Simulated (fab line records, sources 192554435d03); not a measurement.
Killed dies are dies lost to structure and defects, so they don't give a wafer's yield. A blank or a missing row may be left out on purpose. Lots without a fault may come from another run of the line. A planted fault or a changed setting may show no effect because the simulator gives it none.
A struck lot beside a sound one | flow n5_finfet | 21 steps out of a route of 1938
Sound: wafers L650.1, L650.2, L650.4. Struck: wafers L641.1, L641.4, L641.5. The cause comes at the end.
At each step with rows: each side's tool, then ch and its chambers, then its first start. Under that, the readings that differ: sound wafers | struck wafers | difference of the means | sigmas: that difference in standard deviations of wafers without a fault.
alike: readings whose means differ by less than 2 such deviations, and words and numbers that are the same on both sides. not compared: withheld readings, readings that some wafer has no value for, bounds like >300 that may hide the same value, and numbers for which the record gives no deviation and whose values overlap.
The two part at a step that has a row with sigmas, a row that says differs or no value, or rows on one side only. Numbers that don't overlap but have no deviation are shown without sigmas and don't part them. A reading that every wafer of one side lacks parts them only if that side has two wafers or more.

first, 6 steps without rows for these wafers: N5_BEOL_M4_COAT_05 (resist thk 30 nm); N5_BEOL_M4_EBR_07; N5_BEOL_M4_SOFTBAKE_06 (time 60 s); N5_BEOL_M4_EXPOSE_08 (exposes mask M4); N5_BEOL_M4_PEB_09 (peb time 60 s); N5_BEOL_M4_DEVELOP_10 (develop time 30 s).
N5_BEOL_M4_CD_MEAS_11: target cd 16.79 nm.
  sound on cd_sem-03 ch 0, day 11 04:15; struck on cd_sem-01 ch 0, day 9 08:47
  alike: cd_nm
N5_BEOL_M4_OVL_MEAS_12:
  sound on overlay-01 ch 0, day 11 04:17; struck on overlay-01 ch 0, day 9 08:49
  alike: M4_OVL
N5_BEOL_M4_INSPECT_13: inspects for defects (brightfield).
  sound on defect_inspect-02, day 11 04:20; struck on defect_inspect-01, day 9 08:53
  alike: raw_defect_count
N5_BEOL_M4_DESCUM_16: chemistry O2, time 7 s.
  sound on rie_diel-02 ch 0,2,3, day 11 04:22; struck on rie_diel-01 ch 0,2,3, day 9 08:55
  alike: drypump_motor_current_A, oes_product_au, rf_vpp_V, showerhead_plenum_p_Torr, throttle_valve_pct
  not compared: rf_hours_counter_h
N5_BEOL_M4_ETCH_74: etches underlayer in N2/H2, target depth 6.5 nm, time 5.2 s.
  sound on rie_diel-02 ch 0,2,3, day 11 04:24; struck on rie_diel-01 ch 0,2,3, day 9 08:57
  alike: bias_w, chamber_pressure_mTorr, drypump_motor_current_A, etch_rf_on_time_s, oes_product_au, rf_vpp_V, showerhead_plenum_p_Torr, throttle_valve_pct
  not compared: rf_hours_counter_h
N5_BEOL_M4_ETCH_63: etches SiARC in CF4, target depth 15.6 nm, time 26 s.
  sound on rie_diel-02 ch 0,2,3, day 11 04:25; struck on rie_diel-01 ch 0,2,3, day 9 08:58
  alike: bias_w, cf4_flow_sccm, drypump_motor_current_A, etch_rf_on_time_s, oes_product_au, rf_vpp_V, showerhead_plenum_p_Torr, throttle_valve_pct
  not compared: rf_hours_counter_h
N5_BEOL_M4_ETCH_64: etches SOC in N2/H2, target depth 75 nm, overetch 22.5 nm, time 121.9 s.
  sound on rie_diel-02 ch 0,2,3, day 11 04:27; struck on rie_diel-01 ch 0,2,3, day 9 09:00
  no value came back on the struck wafers for any of 8 readings (bias_w (W), chamber_pressure_mTorr (mTorr) and others); on the sound wafers bias_w (W) reads 150.7 149.8 149.5
  reading                                         | sound       | struck         | difference | sigmas
  model.CAR-EUV_of_BEOL_M4_COAT_05.thk_nm (nm)    | 0 0 0       | 11.4 11.2 11.2 | +11.3      |
  model.SiARC_of_BEOL_M4_COAT_62.thk_nm (nm)      | 6.6 6.4 6.2 | 12 12 12       | +6         |
  model.underlayer_of_BEOL_M4_COAT_73.thk_nm (nm) | 0 0 0       | 5 5 5          | +5         |
then, 2 steps without rows for these wafers: N5_BEOL_M4_STRIP_65 (strips in N2/H2); N5_BEOL_M4_STRIP_75 (strips in N2/H2).
N5_BEOL_M4_STRIP_66: strips in CF4.
  sound on rie_diel-02 ch 0,2,3, day 11 04:35; struck on rie_diel-01 ch 0,2,3, day 9 09:08
  alike: cf4_flow_sccm, drypump_motor_current_A, oes_product_au, rf_vpp_V, showerhead_plenum_p_Torr, throttle_valve_pct
  not compared: rf_hours_counter_h
N5_BEOL_M4_HM_OPEN_17: chemistry Cl2/BCl3, target TiN, target depth 20 nm, overetch 6 nm.
  sound on rie_metal-01 ch 0,1, day 11 04:37; struck on rie_metal-02 ch 1, day 9 09:10
  reading                | sound             | struck            | difference | sigmas
  oes_product_au (a.u.)  | 0.75 0.73 0.75    | 0.24 0.24 0.24    | -0.50      | -5
  throttle_valve_pct (%) | 21.91 22.47 21.92 | 22.91 22.89 22.90 | +0.80      | +3
  alike: drypump_motor_current_A
  not compared: rf_hours_counter_h
N5_BEOL_M4_STRIP_19: strips in O2.
  sound on rie_diel-02 ch 1,2,3, day 11 04:44; struck on rie_diel-02 ch 1,2, day 9 09:17
  alike: drypump_motor_current_A, oes_product_au, rf_vpp_V, showerhead_plenum_p_Torr, throttle_valve_pct
  not compared: rf_hours_counter_h
N5_BEOL_M4_CD_MEAS_18: pitch 36 nm, target cd 18 nm.
  sound on cd_sem-03, day 11 04:48; struck on cd_sem-03, day 9 09:21
  reading    | sound          | struck | difference                    | sigmas
  cd_nm (nm) | 18.3 18.4 18.5 | - - -  | no value on the struck wafers |
then, 1 step without rows for these wafers: N5_BEOL_M4_COAT_67 (time 60 s, resist thk 60 nm).
N5_BEOL_M4_RC_MEAS_101:
  the record has rows for the sound wafers here (prober-01 ch 0, day 11 16:22) and none for the struck ones

WHERE THEY PART
First at N5_BEOL_M4_ETCH_64; last, within this record, at N5_BEOL_M4_RC_MEAS_101.

WHY: what the simulator had put in
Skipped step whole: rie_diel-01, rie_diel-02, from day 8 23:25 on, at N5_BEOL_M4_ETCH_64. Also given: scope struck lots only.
